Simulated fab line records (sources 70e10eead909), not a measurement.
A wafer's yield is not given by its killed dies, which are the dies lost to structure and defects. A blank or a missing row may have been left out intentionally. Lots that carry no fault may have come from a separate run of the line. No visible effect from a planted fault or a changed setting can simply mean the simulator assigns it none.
2 desks, one fault	flow nandHarc	each desk holds nothing but its own numbers, with what lay behind them at the end

## AT THE TOOL OWNER'S DESK: pecvdOnon-03
The tool's own readings at NHARC_A_ONON_D1_DEP_28 (target thk 1000 nm): means of the sampled wafers that have a number, for each lot that ran on this tool. The brackets show how far a lot's mean lies from the usual mean; more than 4 standard deviations puts the lot out of limits, marked OUT.
Columns: A = susceptorTempC at NHARC_A_ONON_D1_DEP_28, usual 400.01 C
lot	first seen here	A
L617	day 9 10:50	399.76
L621	day 11 02:53	399.84
L625	day 12 20:52	400.01
L632	day 15 22:06	400.09
Result from this desk: across the 4 lots, nothing is out of limits.

## FROM THE METROLOGY DESK
Lot by lot, what the gauges showed, no matter which tool ran the lot: averages of those sampled wafers that carry a number. The brackets show how far a lot's mean lies from the usual mean; more than 4 standard deviations puts the lot out of limits, marked OUT.
Columns: A = thkNm at NHARC_A_ONON_D1_THK_MEAS_18, usual 1004 nm; B = thkNm at NHARC_A_ONON_D1_THK_MEAS_27, usual 997 nm; C = thkNm at NHARC_A_ONON_D1_THK_MEAS_30, usual 1001 nm
lot	first seen here	A	B	C
L614	day 8 05:20	992	1005	1010
L615	day 8 14:40	1002	1005	999
L616	day 8 23:42	1002	990	996
L617	day 9 09:01	1016	1003	995
L619	day 10 11:59	1000	965	1010
L620	day 11 01:05	1012	987	1004
L621	day 11 01:05	1005	991	994
L625	day 12 19:03	1009	987	868 (-15) OUT
L631	day 15 01:24	973	1003	1008
L632	day 15 20:21	988	988	884 (-13) OUT
L635	day 16 13:40	998	1009	987
L637	day 17 15:07	1026	997	1005
This desk's finding: out of limits on L625, L632; first on L625, day 12 21:19 (thkNm at NHARC_A_ONON_D1_THK_MEAS_30). L614, L615, L616, L617, L619, L620, L621, L631, L635, L637: within limits.

## PUT TOGETHER
An alarm was possible from the metrology desk at day 12 21:19, on L625, L632.
The tool owner's desk saw nothing out of limits.
The tool owner's desk has L625, L632 on record, within its limits.
All the named lots went through NHARC_A_ONON_D1_DEP_28 on pecvdOnon-03.

## WHAT WAS PUT IN BY THE SIMULATOR
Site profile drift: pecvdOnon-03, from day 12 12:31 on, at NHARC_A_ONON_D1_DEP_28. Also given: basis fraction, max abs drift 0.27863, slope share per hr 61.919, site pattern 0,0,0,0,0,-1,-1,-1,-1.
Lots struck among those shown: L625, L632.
Hours from the fault's start to each desk's first reading out of limits: the metrology desk, 9.
